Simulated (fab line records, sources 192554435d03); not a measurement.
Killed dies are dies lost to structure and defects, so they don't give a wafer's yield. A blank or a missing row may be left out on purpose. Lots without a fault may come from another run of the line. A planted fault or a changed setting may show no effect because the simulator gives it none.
Which tool did it? | flow n5_finfet | 10 lots, 28 wafers sampled, at 3 steps of a route of 1938

WHAT THE GAUGES READ, wafer by wafer
N5_BEOL_M14_CD_MEAS_28: target cd 284.4 nm.
lot  | measured     | on        | cd_nm (nm)
L694 | day 12 06:25 | cd_sem-03 | 283.5 283.0 285.5
L697 | day 12 23:28 | cd_sem-02 | 284.7 285.5 283.7
L698 | day 12 23:38 | cd_sem-02 | 283.7 282.5 280.9
L701 | day 13 09:25 | cd_sem-01 | 285.8 286.3 284.0
L700 | day 13 22:53 | cd_sem-03 | 284.8 283.8 283.3
L707 | day 15 10:10 | cd_sem-03 | 285.4 289.5
L709 | day 15 18:21 | cd_sem-02 | 293.9 290.2
L716 | day 17 12:59 | cd_sem-02 | 285.3 286.7 285.1
L715 | day 17 13:01 | cd_sem-01 | 284.3 285.5 288.5
L717 | day 17 18:40 | cd_sem-03 | 282.7 281.5 282.8

WHICH TOOL RAN EACH LOT (tool, then ch and the chambers of the sampled wafers, then the start)
lot  | N5_BEOL_M14_VIA_ETCH_16            | N5_BEOL_M14_EXPOSE_25
L694 | rie_diel-05 ch 1,2,3, day 12 05:42 | krf_scanner-01 ch 0, day 12 06:15
L697 | rie_diel-02 ch 1,2, day 12 22:40   | krf_scanner-01 ch 0, day 12 23:18
L698 | rie_diel-01 ch 1,3, day 12 22:49   | krf_scanner-02 ch 0, day 12 23:28
L701 | rie_diel-01 ch 1,2,3, day 13 08:29 | krf_scanner-02 ch 0, day 13 09:16
L700 | rie_diel-02 ch 0,1,3, day 13 22:12 | krf_scanner-02 ch 0, day 13 22:43
L707 | rie_diel-01 ch 0,1, day 15 09:26   | krf_scanner-01 ch 0, day 15 10:00
L709 | rie_diel-05 ch 1,3, day 15 17:41   | krf_scanner-01 ch 0, day 15 18:11
L716 | rie_diel-02 ch 0,1,3, day 17 12:10 | krf_scanner-02 ch 0, day 17 12:49
L715 | rie_diel-01 ch 1,2,3, day 17 12:19 | krf_scanner-02 ch 0, day 17 12:50
L717 | rie_diel-05 ch 0,2,3, day 17 17:05 | krf_scanner-02 ch 0, day 17 18:31
- N5_BEOL_M14_VIA_ETCH_16: etches SiO2 in C4F8/O2/Ar, target depth 1231.3 nm.
- N5_BEOL_M14_EXPOSE_25: exposes mask M14, target cd 280 nm.

THE ANSWER, worked out from the rows above alone
Rule: what is usual is taken from the lots themselves. Put in order of their means at a reading, lots are off if they are a third of the lots or fewer, leave a main group of 4 or more, and stand apart from it by a gap of 3 or more times the standard deviation of the main group's means; of several such gaps the widest counts. A main group whose means are all the same, to the digits that the tables above print for the reading, isn't used. A lot without any number at a reading at which 4 lots or more have one is off too. The other lots that the step has rows for count as sound.
No lot is off at any reading shown: from this, nothing can be told.

WHAT THE SIMULATOR HAD PUT IN
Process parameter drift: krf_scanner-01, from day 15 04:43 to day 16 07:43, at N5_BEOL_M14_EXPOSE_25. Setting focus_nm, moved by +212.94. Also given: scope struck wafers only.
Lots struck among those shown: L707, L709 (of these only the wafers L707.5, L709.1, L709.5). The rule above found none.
